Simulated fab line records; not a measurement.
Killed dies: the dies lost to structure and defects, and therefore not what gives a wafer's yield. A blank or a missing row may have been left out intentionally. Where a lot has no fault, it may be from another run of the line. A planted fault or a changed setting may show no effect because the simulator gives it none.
fab line records	flow n5_finfet
record: lots: 5	wafers: 15	last_day: 19
route steps=1938 shown FIN_SAQP@114 BEOL_M4@1111 PASSIVATION@1936
lots untouched by any fault: they come from a run of this same line in which no faults occurred
start_h: hours from the record's opening day to when the first of the lot's shown wafers began	wait_h: hours elapsed since this lot's preceding step	" the same as in the row above	L1.1+2: several wafers, shown together as one row	- no value, or no start given	* or withheld: withheld	< > ~ a bound
route shown NAME@n: a module of which the file shows steps, and the number in the route of the first	usual: mean and standard deviation over wafers with no fault	same: alike in all rows	chamber/n: place in a boat	sites: per-site readings	_std_site: how widely they spread, as a standard deviation	_edge_site: outer sites' mean less inner sites'	radius_mm: how far each site lies from the wafer's centre	mask NAME#n: copy n	behind: the last tool/chamber to shape the wafer	hold: the reason the lot was held/the length of the hold in hours/how it ended	device: the n, p or np transistor that did not switch	end of line: at the end of the route, the tests of the same wafers	a step given without rows: its recipe and nothing more	killed: the dies lost at the first sort to structure and to defects; this is not the yield of the wafer	map: shows each die of a wafer: x if killed, . if not, _ if none is there
set.NAME: the run value of the setting; set.NAME@STEP: its run value at that earlier step	model.NAME: the simulator's own value behind a step, which no gauge read
lots at selected steps of the route; one table per step, one row per wafer
services: a tool's chamber out of use, with start hour (start_h, from the record's first day; less than 0 if before it), hours out, and reason
== steps ==
step: N5_FIN_SAQP_DESCUM_21
recipe: chemistry: O2	time_s: 7.9	source_power_w: 50	bias_power_w: 20	pressure_mtorr: 20	rf_frequency_hz: 2.712e+07	temp_c: 40	resist: CAR-ArF	o2_flow_sccm: 225
step: N5_FIN_SAQP_ETCH_51
recipe: chemistry: CF4	target: SiARC	target_depth_a: 455	mask_material: CAR-ArF	time_s: 75.8	ion_energy_ev: 80	pressure_mtorr: 40	source_w: 545	bias_w: 36	Ar_flow_sccm: 100	cf4_flow_sccm: 100	ends: cleared
step: N5_FIN_SAQP_ETCH_52
recipe: chemistry: N2/H2	target: SOC	target_depth_a: 1000	overetch_a: 200	mask_material: SiARC	temp_c: 40	time_s: 150	ion_energy_ev: 200	pressure_mtorr: 30	source_w: 840	bias_w: 150	n2_flow_sccm: 200	h2_flow_sccm: 200	ends: end_point
step: N5_FIN_SAQP_STRIP_53
recipe: chemistry: N2/H2	temp_c: 40	n2_flow_sccm: 200	h2_flow_sccm: 200	rf_frequency_hz: 6e+07
step: N5_FIN_SAQP_HM_OPEN_73
recipe: chemistry: CHF3/O2	target: SiO2	stop_on: a-Si	target_depth_a: 120	over_etch_frac: 1.8	mask_material: SOC	time_s: 16.8	pressure_mtorr: 30	source_w: 650	bias_w: 170	Ar_flow_sccm: 200	CHF3_flow_sccm: 50	O2_flow_sccm: 5	ion_energy_ev: 200	ends: end_point
step: N5_FIN_SAQP_STRIP_74
recipe: chemistry: CHF3/O2	resist: SiARC	rf_frequency_hz: 6e+07
step: N5_FIN_SAQP_MANDREL_ETCH_22
recipe: target_depth_a: 600	chemistry: HBr/Cl2	target: a-Si	stop_on: SiNx	bt_time_s: 10	over_etch_frac: 0.5	time_s: 30	pressure_mtorr: 10	icp_w: 800	bias_w: 75	HBr_flow_sccm: 150	Cl2_flow_sccm: 80	ends: end_point
step: N5_FIN_SAQP_STRIP_55
recipe: chemistry: N2/H2	power_w: 500	temp_c: 40	pressure_mtorr: 50	rf_frequency_hz: 6e+07	overash_fraction: 0.3	bias_power_w: 28	h2_frac: 0.5	n2_flow_sccm: 300	h2_flow_sccm: 300
step: N5_FIN_SAQP_STRIP_23
recipe: chemistry: SPM	time_s: 750	temp_c: 130	h2so4_h2o2_vol_ratio: 4
step: N5_FIN_SAQP_SRD_66
recipe: dry: ipa_marangoni	time_s: 30	temp_c: 23	rinse_liquid: diw
step: N5_FIN_SAQP_RECESS_75
recipe: chemistry: HF/NH3	target: SiO2	target_depth_a: 144	afs_cycles: 3	temp_c: 30	sublimation_temp_c: 180	sublimation_time_s: 60
step: N5_FIN_SAQP_SPACER1_ALD_24
recipe: material: SiO2	target_thk_a: 203	temp_c: 300	ald_precursor_family: BDEAS	ald_co_reactant: O2-plasma	pulse_time_s: 1	purge_time_s: 2	co_reactant_purge_time_s: 2	ald_cycles: 218	pressure_torr: 2
usual: ald_cycles: 218/0	chamber_pressure_Torr: 1.999/0.0047	heater_power_w: 487/40	precursor_pulse_height_rel: 0.997/0.019
lot.wafer	tool	chamber	start_h	wait_h	ald_cycles	chamber_pressure_Torr	heater_power_w	precursor_pulse_height_rel
L351.1	ald_sin-01	2	101.56	0.3	-	-	-	-
L351.3	"	3	"	"	-	-	-	-
L351.4	"	1	"	"	-	-	-	-
L352.1	ald_sin-02	1	108.62	0.3	-	-	-	-
L352.2	"	3	"	"	-	-	-	-
L352.4	"	0	"	"	-	-	-	-
L353.2	ald_sin-02	2	112.65	0.3	-	-	-	-
L353.4	"	0	"	"	-	-	-	-
L353.5	"	3	"	"	-	-	-	-
L360.2	ald_sin-02	2	154.57	0.3	218	1.998	535	1.015
L360.5	"	2	"	"	218	2.000	546	0.999
L360.6	"	3	"	"	218	2.000	528	1.010
L361.2	ald_sin-02	1	160.93	0.3	218	2.004	542	0.997
L361.4	"	2	"	"	218	1.996	540	1.008
L361.5	"	3	"	"	218	1.996	512	1.012
step: N5_FIN_SAQP_SPACER1_ETCHBACK_25
recipe: chemistry: CHF3/O2	mode: anisotropic_etchback	target: SiO2	target_depth_a: 244	time_s: 12.2	pressure_mtorr: 30	source_w: 650	bias_w: 170	Ar_flow_sccm: 200	CHF3_flow_sccm: 50	O2_flow_sccm: 5	ion_energy_ev: 200
step: N5_FIN_SAQP_MANDREL1_REMOVE_56
recipe: chemistry: HBr/Cl2/O2	bt_time_s: 10	target: a-Si	stop_on: SiNx	endpoint: OES-SiCl	over_etch_frac: 1	icp_w: 600	bias_w: 22	HBr_flow_sccm: 150	Cl2_flow_sccm: 80	O2_flow_sccm: 5	pressure_mtorr: 10
usual: drypump_motor_current_A: 5.6/0.44	mfc_cl2_sccm: 80.03/0.25	oes_product_au: 1.003/0.021	throttle_valve_pct: 36.62/0.29
lot.wafer	tool	chamber	start_h	wait_h	drypump_motor_current_A	mfc_cl2_sccm	oes_product_au	rf_hours_counter_h	throttle_valve_pct	model.FIN_SAQP.cd_nm
L351.1	rie_si-01	1	102.37	0.1	5.0	79.76	1.011	2	36.55	36.2
L351.3	"	2	"	"	5.7	79.70	0.998	95	37.18	36.2
L351.4	"	3	"	"	6.4	79.96	1.029	119	36.29	36.6
L352.1	rie_si-02	0	109.50	0.1	6.2	80.12	0.988	5	36.16	35.8
L352.2	"	1	"	"	5.7	80.23	1.043	2	36.42	35.6
L352.4	"	0	"	"	6.2	80.08	0.990	-	36.17	35.8
L353.2	rie_si-01	2	113.45	0.1	5.6	79.91	0.998	95	37.18	34.8
L353.4	"	0	"	"	6.2	79.44	1.022	140	36.91	34.4
L353.5	"	3	"	"	6.4	79.84	1.025	-	36.28	35
L360.2	rie_si-04	1	155.46	0.1	5.2	80.33	1.009	131	36.30	20.4
L360.5	"	2	"	"	5.4	79.88	1.022	-	36.76	20.4
L360.6	"	1	"	"	5.2	80.00	1.002	-	36.30	20.4
L361.2	rie_si-02	1	161.74	0.1	5.7	79.78	1.035	3	36.43	20.2
L361.4	"	2	"	"	5.5	79.89	0.959	64	36.92	20.4
L361.5	"	1	"	"	5.7	79.84	1.027	-	36.42	20.2
step: N5_FIN_SAQP_CD_MEAS_27
recipe: target_cd_nm: 20	landing_energy_ev: 1000	detector: se_inlens	polarity: line
usual: cd_nm: 20.33/0.23
lot.wafer	tool	chamber	start_h	wait_h	cd_nm
L351.1	cd_sem-02	0	102.48	0.1	-
L351.3	"	0	"	"	-
L351.4	"	0	"	"	-
L352.1	cd_sem-02	0	109.61	0.1	-
L352.2	"	0	"	"	-
L352.4	"	0	"	"	-
L353.2	cd_sem-03	0	113.57	0.1	-
L353.4	"	0	"	"	-
L353.5	"	0	"	"	-
L360.2	cd_sem-02	0	155.57	0.1	20.70
L360.5	"	0	"	"	20.60
L360.6	"	0	"	"	20.63
L361.2	cd_sem-01	0	161.85	0.1	20.19
L361.4	"	0	"	"	20.68
L361.5	"	0	"	"	20.51
step: N5_FIN_SAQP_ETCH_57
recipe: chemistry: CH3F/O2	target: SiNx	mask_material: SiO2	target_depth_a: 325	time_s: 46.4	pressure_mtorr: 30	source_w: 395	bias_w: 73	Ar_flow_sccm: 150	CH3F_flow_sccm: 30	O2_flow_sccm: 20	ion_energy_ev: 120	ends: cleared
step: N5_FIN_SAQP_ETCH_65
recipe: chemistry: CF4	target: SiO2	target_depth_a: 40	ion_energy_ev: 350	time_s: 4.4	pressure_mtorr: 10	icp_w: 800	bias_w: 400	cf4_flow_sccm: 80
step: N5_FIN_SAQP_MANDREL_ETCH_58
recipe: chemistry: HBr/Cl2	target: a-Si	target_depth_a: 450	bt_time_s: 10	stop_on: SiNx	mask_material: SiO2	over_etch_frac: 0.8	time_s: 27	pressure_mtorr: 10	icp_w: 800	bias_w: 75	HBr_flow_sccm: 150	Cl2_flow_sccm: 80	ends: end_point
step: N5_FIN_SAQP_RECESS_63
recipe: chemistry: HF/NH3	target: SiO2	target_depth_a: 180	afs_cycles: 3	temp_c: 30	sublimation_temp_c: 180	sublimation_time_s: 60
step: N5_FIN_SAQP_COAT_68
recipe: resist: SOC	temp_c: 250	time_s: 60	spin_rpm: 1500	resist_thk_nm: 100
step: N5_FIN_SAQP_ETCH_69
recipe: chemistry: N2/H2	target: SOC	target_depth_a: 1500	stop_on: SiNx	ion_energy_ev: 100	bias_w: 61	pressure_mtorr: 30	source_w: 850	n2_flow_sccm: 200	h2_flow_sccm: 200
step: N5_FIN_SAQP_ETCH_67
recipe: chemistry: CH3F/O2	target: SiNx	target_depth_a: 300	mask_material: SOC	pressure_mtorr: 30	source_w: 395	bias_w: 73	Ar_flow_sccm: 150	CH3F_flow_sccm: 30	O2_flow_sccm: 20	ion_energy_ev: 120
step: N5_FIN_SAQP_STRIP_70
recipe: chemistry: N2/H2	power_w: 500	temp_c: 40	pressure_mtorr: 50	rf_frequency_hz: 6e+07	overash_fraction: 0.3	bias_power_w: 28	h2_frac: 0.5	n2_flow_sccm: 300	h2_flow_sccm: 300
step: N5_FIN_SAQP_RECESS_71
recipe: chemistry: HF/NH3	target: SiO2	target_depth_a: 30	afs_cycles: 1	temp_c: 30	sublimation_temp_c: 180	sublimation_time_s: 60
step: N5_FIN_SAQP_SPACER2_ALD_28
recipe: material: SiO2	target_thk_a: 81	temp_c: 300	ald_precursor_family: BDEAS	ald_co_reactant: O2-plasma	pulse_time_s: 1	purge_time_s: 2	co_reactant_purge_time_s: 2	pressure_torr: 2
step: N5_FIN_SAQP_SPACER2_ETCHBACK_29
recipe: chemistry: CHF3/O2	mode: anisotropic_etchback	target: SiO2	target_depth_a: 122	time_s: 6.1	pressure_mtorr: 30	source_w: 650	bias_w: 170	Ar_flow_sccm: 200	CHF3_flow_sccm: 50	O2_flow_sccm: 5	ion_energy_ev: 200
step: N5_FIN_SAQP_MANDREL2_REMOVE_60
recipe: chemistry: HBr/Cl2/O2	bt_time_s: 10	target: a-Si	stop_on: SiNx	endpoint: OES-SiCl	over_etch_frac: 1	icp_w: 600	bias_w: 22	HBr_flow_sccm: 150	Cl2_flow_sccm: 80	O2_flow_sccm: 5	pressure_mtorr: 10
usual: drypump_motor_current_A: 5.6/0.39	mfc_cl2_sccm: 79.99/0.24	oes_product_au: 1.002/0.022	throttle_valve_pct: 36.58/0.28
lot.wafer	tool	chamber	start_h	wait_h	drypump_motor_current_A	mfc_cl2_sccm	oes_product_au	rf_hours_counter_h	throttle_valve_pct	model.FIN_SAQP.cd_nm
L351.1	rie_si-02	2	104.82	0.1	5.5	79.89	0.966	63	36.92	36
L351.3	"	1	"	"	5.7	79.85	1.032	2	36.43	36
L351.4	"	3	"	"	5.4	79.99	0.984	142	36.59	36.6
L352.1	rie_si-02	3	111.08	0.1	5.4	80.20	0.985	142	36.58	36
L352.2	"	1	"	"	5.7	80.19	1.026	2	36.44	35.2
L352.4	"	0	"	"	6.2	80.01	0.984	-	36.16	35.6
L353.2	rie_si-01	0	115.00	0.1	6.2	80.19	1.019	140	36.91	34.6
L353.4	"	1	"	"	5.0	80.23	1.012	3	36.54	34.2
L353.5	"	1	"	"	5.0	80.33	1.015	-	36.56	34.8
L360.2	rie_si-04	0	157.03	0.1	5.9	79.89	0.993	3	36.78	8.2
L360.5	"	2	"	"	5.4	80.05	1.027	-	36.75	8
L360.6	"	0	"	"	5.9	80.21	0.995	-	36.77	8
L361.2	rie_si-01	1	163.40	0.1	4.9	80.02	1.009	4	36.56	8
L361.4	"	3	"	"	6.4	79.76	1.017	121	36.28	8.2
L361.5	"	0	"	"	6.2	80.18	0.999	-	36.91	8
step: N5_FIN_SAQP_CD_MEAS_31
recipe: target_cd_nm: 8	landing_energy_ev: 1000	detector: se_inlens	polarity: line
usual: cd_nm: 8.08/0.22
lot.wafer	tool	chamber	start_h	wait_h	cd_nm
L351.1	cd_sem-01	0	104.93	0.1	-
L351.3	"	0	"	"	-
L351.4	"	0	"	"	-
L352.1	cd_sem-02	0	111.19	0.1	-
L352.2	"	0	"	"	-
L352.4	"	0	"	"	-
L353.2	cd_sem-02	0	115.11	0.1	-
L353.4	"	0	"	"	-
L353.5	"	0	"	"	-
L360.2	cd_sem-03	0	157.15	0.1	8.24
L360.5	"	0	"	"	8.11
L360.6	"	0	"	"	8.15
L361.2	cd_sem-01	0	163.51	0.1	8.24
L361.4	"	0	"	"	7.94
L361.5	"	0	"	"	7.99
step: N5_BEOL_M4_RC_MEAS_101
usual: DIBL_N: 36.0/1.6	DIBL_P: 35.8/2	IOFF_N: 0.152/0.03	IOFF_P: 0.20/0.031	ION_N: 670/12	ION_P: 459/7.4	SS_N: 71.5/0.56	SS_P: 73.2/0.64	VT_N: 251/3.5	VT_P: -252/3.3
lot.wafer	tool	chamber	start_h	wait_h	DIBL_N[mV/V]	DIBL_P[mV/V]	IOFF_N[nA/um]	IOFF_P[nA/um]	ION_N[uA/um]	ION_P[uA/um]	SS_N[mV/dec]	SS_P[mV/dec]	VT_N[mV]	VT_P[mV]
L360.2	prober-01	0	342.92	0.2	34.5	35.1	0.144	0.21	666	463	71.2	73.4	252	-252
L360.5	"	0	"	"	34.5	33.8	0.140	0.19	667	457	71.4	72.7	251	-250
L360.6	"	0	"	"	33.8	33.5	0.125	0.19	664	461	71.3	72.7	253	-250
L361.2	prober-02	0	347.50	0.2	35.4	35.4	0.139	0.17	673	456	71.5	73.4	251	-254
L361.4	"	0	"	"	36.3	36.9	0.164	0.20	669	458	72.8	73.4	249	-254
L361.5	"	0	"	"	34.5	35.0	0.131	0.18	656	457	71.9	72.6	251	-253
step: N5_PASSIVATION_PROBE_49
usual: defect_limited_yield: 91.6/1.4	killed_at_M0_to_M3: 33/10	killed_at_M4_up: 13/5.3	killed_at_contacts: 13/5.9	killed_at_front_end: 36/12	killed_at_other: 4/3.1	killed_dies: 99/16	killed_on_rim: 13/4.2	killed_open: 65/13	killed_short: 32/7.3	sort_bin_5_function: 4.9/0.9	sort_bin_6_memory: 3.1/0.66	sort_n_pass: 1081/17	sort_yield_pct: 91.6/1.4
same: gross_dies: 1180	killed_at_back_side: 0	sort_bin_4_leakage[%]: 0	sort_bin_8_speed[%]: 0
lot.wafer	tool	chamber	start_h	wait_h	defect_limited_yield[%]	killed_at_M0_to_M3	killed_at_M4_up	killed_at_contacts	killed_at_front_end	killed_at_other	killed_dies	killed_on_rim	killed_open	killed_short	sort_bin_5_function[%]	sort_bin_6_memory[%]	sort_n_pass	sort_yield_pct[%]
L351.1	prober-02	-	365.92	0.0	0	3	5	3	1169	0	1180	152	12	8	74.1	3.1	0	0
L351.3	prober-02	-	366.02	0.1	0	9	2	3	1166	0	1180	152	9	8	71.4	3.2	0	0
L351.4	prober-02	-	366.07	0.2	0	7	6	7	1159	1	1180	152	20	6	72.5	2.7	0	0
L353.2	prober-02	-	391.42	0.1	0	3	2	2	1173	0	1180	152	10	8	75.8	1.9	0	0
L353.4	prober-02	-	391.52	0.2	0	11	0	4	1164	1	1180	152	14	10	73.1	3.1	0	0
L353.5	prober-02	-	391.57	0.2	0	9	0	3	1168	0	1180	152	8	6	71.9	4.0	0	0
L352.1	prober-01	-	397.92	0.0	0	9	1	2	1168	0	1180	152	11	5	72.5	2.2	0	0
L352.2	prober-01	-	397.97	0.1	0	3	3	2	1172	0	1180	152	10	6	73.1	3.5	0	0
L352.4	prober-01	-	398.07	0.2	0	6	2	6	1166	0	1180	152	10	8	72.6	2.8	0	0
L360.2	prober-01	-	459.11	0.1	92.6	34	11	15	22	5	87	15	59	27	3.7	3.3	1093	92.6
L360.5	prober-01	-	459.26	0.2	92.8	37	11	9	23	5	85	15	47	36	3.6	3.2	1095	92.8
L360.6	prober-01	-	459.31	0.3	92.0	19	8	15	49	3	94	6	64	30	4.9	2.9	1086	92.0
killed by level:class
L351.1 FIN_SAQP:lost_pattern=1154 FIN_SAQP:area_ald=5 BEOL_M4:geometric_particle:open=3 FIN_SAQP:geometric_particle:open=2 GATE_CUT:geometric_particle:short=2 BEOL_M3:geometric_particle:open=2 STARTING-WAFER:geometric_particle:short=2 STI_FIN_REVEAL:geometric_particle:open=1
L351.3 FIN_SAQP:lost_pattern=1158 FIN_SAQP:area_ald=5 BEOL_M3:geometric_particle:open=3 MOL_CONTACT_COAG:geometric_particle:short=2 BEOL_M0_SAQP:geometric_particle:short=2 BEOL_M3:geometric_particle:short=2 BEOL_M4:geometric_particle:open=2 STARTING-WAFER:geometric_particle:short=2
L351.4 FIN_SAQP:lost_pattern=1147 MOL_CONTACT_COAG:geometric_particle:open=5 FIN_SAQP:area_ald=5 BEOL_M3:geometric_particle:open=3 STI_FIN_REVEAL:geometric_particle:open=2 ILD0:geometric_particle:short=2 BEOL_M4:geometric_particle:open=2 BEOL_M7:geometric_particle:open=2
L353.2 FIN_SAQP:lost_pattern=1154 FIN_SAQP:area_ald=8 STI_FIN_REVEAL:geometric_particle:open=5 STARTING-WAFER:geometric_particle:short=3 ILD0:geometric_particle:short=1 GATE_CUT:geometric_particle:short=1 MOL_CONTACT_COAG:geometric_particle:short=1 MOL_CONTACT_COAG:geometric_particle:open=1
L353.4 FIN_SAQP:lost_pattern=1153 BEOL_M0_SAQP:geometric_particle:short=3 BEOL_M1:geometric_particle:open=3 FIN_SAQP:area_ald=3 MOL_CONTACT_COAG:geometric_particle:open=2 MOL_CONTACT_COAG:geometric_particle:short=2 BEOL_M2:geometric_particle:open=2 FIN_SAQP:geometric_particle:short=1
L353.5 FIN_SAQP:lost_pattern=1160 FIN_SAQP:area_ald=6 BEOL_M0_SAQP:geometric_particle:short=4 MOL_CONTACT_COAG:geometric_particle:open=3 BEOL_M0_SAQP:geometric_particle:open=2 BEOL_M1:geometric_particle:open=2 STI_FIN_REVEAL:geometric_particle:open=1 BEOL_M3:geometric_particle:short=1
L352.1 FIN_SAQP:lost_pattern=1159 FIN_SAQP:area_ald=5 BEOL_M0_SAQP:geometric_particle:open=3 MOL_CONTACT_COAG:geometric_particle:open=2 BEOL_M0_SAQP:geometric_particle:short=2 FIN_SAQP:geometric_particle:short=1 DUMMY_GATE:geometric_particle:open=1 HKMG_FIN:geometric_particle:open=1
L352.2 FIN_SAQP:lost_pattern=1159 FIN_SAQP:area_ald=5 GATE_CUT:geometric_particle:short=3 MOL_CONTACT_COAG:geometric_particle:open=2 FIN_SAQP:geometric_particle:open=1 STI_FIN_REVEAL:geometric_particle:open=1 DUMMY_GATE:geometric_particle:open=1 GATE_CUT:geometric_particle:open=1
L352.4 FIN_SAQP:lost_pattern=1159 MOL_CONTACT_COAG:geometric_particle:short=3 MOL_CONTACT_COAG:geometric_particle:open=3 FIN_SAQP:area_ald=3 STI_FIN_REVEAL:geometric_particle:open=2 BEOL_M0_SAQP:geometric_particle:open=2 GATE_CUT:geometric_particle:short=1 BEOL_M1:geometric_particle:short=1
L360.2 BEOL_M0_SAQP:geometric_particle:open=11 BEOL_M3:geometric_particle:open=11 MOL_CONTACT_COAG:geometric_particle:open=8 STI_FIN_REVEAL:geometric_particle:open=6 MOL_CONTACT_COAG:geometric_particle:short=6 STARTING-WAFER:geometric_particle:short=5 FIN_SAQP:geometric_particle:short=4 BEOL_M1:geometric_particle:open=4
L360.5 BEOL_M0_SAQP:geometric_particle:short=11 MOL_CONTACT_COAG:geometric_particle:open=9 BEOL_M1:geometric_particle:short=7 BEOL_M0_SAQP:geometric_particle:open=6 BEOL_M3:geometric_particle:open=6 STI_FIN_REVEAL:geometric_particle:open=4 GATE_CUT:geometric_particle:short=4 BEOL_M2:geometric_particle:open=4
L360.6 STI_FIN_REVEAL:geometric_particle:open=20 MOL_CONTACT_COAG:geometric_particle:open=9 FIN_SAQP:geometric_particle:short=8 BEOL_M2:geometric_particle:open=7 MOL_CONTACT_COAG:geometric_particle:short=6 BEOL_M3:geometric_particle:open=5 STARTING-WAFER:geometric_particle:open=4 FIN_SAQP:geometric_particle:open=3
map L351.1 (x killed, . not)
_________________xxxxxxxxxxxx________________
______________xxxxxxxxxxxxxxxxxx_____________
___________xxxxxxxxxxxxxxxxxxxxxxxx__________
__________xxxxxxxxxxxxxxxxxxxxxxxxxx_________
________xxxxxxxxxxxxxxxxxxxxxxxxxxxxxx_______
_______xxxxxxxxxxxxxxxxxxxxxxxxxxxxxxxx______
______xxxxxxxxxxxxxxxxxxxxxxxxxxxxxxxxxx_____
_____xxxxxxxxxxxxxxxxxxxxxxxxxxxxxxxxxxxx____
____xxxxxxxxxxxxxxxxxxxxxxxxxxxxxxxxxxxxxx___
___xxxxxxxxxxxxxxxxxxxxxxxxxxxxxxxxxxxxxxxx__
___xxxxxxxxxxxxxxxxxxxxxxxxxxxxxxxxxxxxxxxx__
__xxxxxxxxxxxxxxxxxxxxxxxxxxxxxxxxxxxxxxxxxx_
__xxxxxxxxxxxxxxxxxxxxxxxxxxxxxxxxxxxxxxxxxx_
_xxxxxxxxxxxxxxxxxxxxxxxxxxxxxxxxxxxxxxxxxxxx
_xxxxxxxxxxxxxxxxxxxxxxxxxxxxxxxxxxxxxxxxxxxx
_xxxxxxxxxxxxxxxxxxxxxxxxxxxxxxxxxxxxxxxxxxxx
_xxxxxxxxxxxxxxxxxxxxxxxxxxxxxxxxxxxxxxxxxxxx
_xxxxxxxxxxxxxxxxxxxxxxxxxxxxxxxxxxxxxxxxxxxx
_xxxxxxxxxxxxxxxxxxxxxxxxxxxxxxxxxxxxxxxxxxxx
_xxxxxxxxxxxxxxxxxxxxxxxxxxxxxxxxxxxxxxxxxxxx
_xxxxxxxxxxxxxxxxxxxxxxxxxxxxxxxxxxxxxxxxxxxx
__xxxxxxxxxxxxxxxxxxxxxxxxxxxxxxxxxxxxxxxxxx_
__xxxxxxxxxxxxxxxxxxxxxxxxxxxxxxxxxxxxxxxxxx_
___xxxxxxxxxxxxxxxxxxxxxxxxxxxxxxxxxxxxxxxx__
___xxxxxxxxxxxxxxxxxxxxxxxxxxxxxxxxxxxxxxxx__
____xxxxxxxxxxxxxxxxxxxxxxxxxxxxxxxxxxxxxx___
_____xxxxxxxxxxxxxxxxxxxxxxxxxxxxxxxxxxxx____
______xxxxxxxxxxxxxxxxxxxxxxxxxxxxxxxxxx_____
_______xxxxxxxxxxxxxxxxxxxxxxxxxxxxxxxx______
________xxxxxxxxxxxxxxxxxxxxxxxxxxxxxx_______
__________xxxxxxxxxxxxxxxxxxxxxxxxxx_________
___________xxxxxxxxxxxxxxxxxxxxxxxx__________
______________xxxxxxxxxxxxxxxxxx_____________
_________________xxxxxxxxxxxx________________
map L352.1 (x killed, . not)
_________________xxxxxxxxxxxx________________
______________xxxxxxxxxxxxxxxxxx_____________
___________xxxxxxxxxxxxxxxxxxxxxxxx__________
__________xxxxxxxxxxxxxxxxxxxxxxxxxx_________
________xxxxxxxxxxxxxxxxxxxxxxxxxxxxxx_______
_______xxxxxxxxxxxxxxxxxxxxxxxxxxxxxxxx______
______xxxxxxxxxxxxxxxxxxxxxxxxxxxxxxxxxx_____
_____xxxxxxxxxxxxxxxxxxxxxxxxxxxxxxxxxxxx____
____xxxxxxxxxxxxxxxxxxxxxxxxxxxxxxxxxxxxxx___
___xxxxxxxxxxxxxxxxxxxxxxxxxxxxxxxxxxxxxxxx__
___xxxxxxxxxxxxxxxxxxxxxxxxxxxxxxxxxxxxxxxx__
__xxxxxxxxxxxxxxxxxxxxxxxxxxxxxxxxxxxxxxxxxx_
__xxxxxxxxxxxxxxxxxxxxxxxxxxxxxxxxxxxxxxxxxx_
_xxxxxxxxxxxxxxxxxxxxxxxxxxxxxxxxxxxxxxxxxxxx
_xxxxxxxxxxxxxxxxxxxxxxxxxxxxxxxxxxxxxxxxxxxx
_xxxxxxxxxxxxxxxxxxxxxxxxxxxxxxxxxxxxxxxxxxxx
_xxxxxxxxxxxxxxxxxxxxxxxxxxxxxxxxxxxxxxxxxxxx
_xxxxxxxxxxxxxxxxxxxxxxxxxxxxxxxxxxxxxxxxxxxx
_xxxxxxxxxxxxxxxxxxxxxxxxxxxxxxxxxxxxxxxxxxxx
_xxxxxxxxxxxxxxxxxxxxxxxxxxxxxxxxxxxxxxxxxxxx
_xxxxxxxxxxxxxxxxxxxxxxxxxxxxxxxxxxxxxxxxxxxx
__xxxxxxxxxxxxxxxxxxxxxxxxxxxxxxxxxxxxxxxxxx_
__xxxxxxxxxxxxxxxxxxxxxxxxxxxxxxxxxxxxxxxxxx_
___xxxxxxxxxxxxxxxxxxxxxxxxxxxxxxxxxxxxxxxx__
___xxxxxxxxxxxxxxxxxxxxxxxxxxxxxxxxxxxxxxxx__
____xxxxxxxxxxxxxxxxxxxxxxxxxxxxxxxxxxxxxx___
_____xxxxxxxxxxxxxxxxxxxxxxxxxxxxxxxxxxxx____
______xxxxxxxxxxxxxxxxxxxxxxxxxxxxxxxxxx_____
_______xxxxxxxxxxxxxxxxxxxxxxxxxxxxxxxx______
________xxxxxxxxxxxxxxxxxxxxxxxxxxxxxx_______
__________xxxxxxxxxxxxxxxxxxxxxxxxxx_________
___________xxxxxxxxxxxxxxxxxxxxxxxx__________
______________xxxxxxxxxxxxxxxxxx_____________
_________________xxxxxxxxxxxx________________
== services ==
tool	chamber	start_h	hours	kind
ald_sin-01	1	82.93	7.7	repair
rie_si-02	-	88.26	0.2	repair
ald_sin-01	3	91.63	6.6	repair
ald_sin-02	-	106.72	1.6	repair
rie_si-02	2	108.47	4.5	repair
rie_si-04	0	109.72	2.6	repair
rie_si-04	1	124.00	9.2	repair
rie_si-04	2	126.55	4.9	repair
rie_si-04	-	137.41	2.8	pm
rie_si-02	-	147.81	6.2	repair
rie_si-04	3	149.84	37.9	repair
rie_si-04	2	162.24	7.5	repair
== key ==
first_sign: step: N5_FIN_SAQP_SPACER1_ALD_24	reading: tool_record	direction: missing
effect: step: N5_FIN_SAQP_CD_MEAS_27	reading: cd_nm	direction: missing
effect: step: N5_FIN_SAQP_CD_MEAS_31	reading: cd_nm	direction: missing
effect: step: N5_PASSIVATION_PROBE_49	reading: killed_at_front_end	direction: up	sigmas: 96	usual: 36	struck: 1167
model_effect: step: N5_FIN_SAQP_MANDREL1_REMOVE_56	value: FIN_SAQP.cd_nm	without: 20.38	struck: 35.6
model_effect: step: N5_FIN_SAQP_MANDREL2_REMOVE_60	value: FIN_SAQP.cd_nm	without: 8.156	struck: 35.44
met_at N5_FIN_SAQP_SPACER1_ALD_24
struck_wafers L351.1,L351.3,L351.4,L352.1,L352.2,L352.4,L353.2,L353.4,L353.5
later_rows_left_out L351.1,L351.3,L351.4,L352.1,L352.2,L352.4,L353.2,L353.4,L353.5
fault: kind: skipped_step_whole	tool: ald_sin-01,ald_sin-02	chamber: -	onset_h: 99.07	steps: N5_FIN_SAQP_SPACER1_ALD_24	scope: struck_lots_only
later_rows_left_out: the simulator's readings of these wafers behind a module that went badly wrong aren't trusted and aren't shown, but for the sort
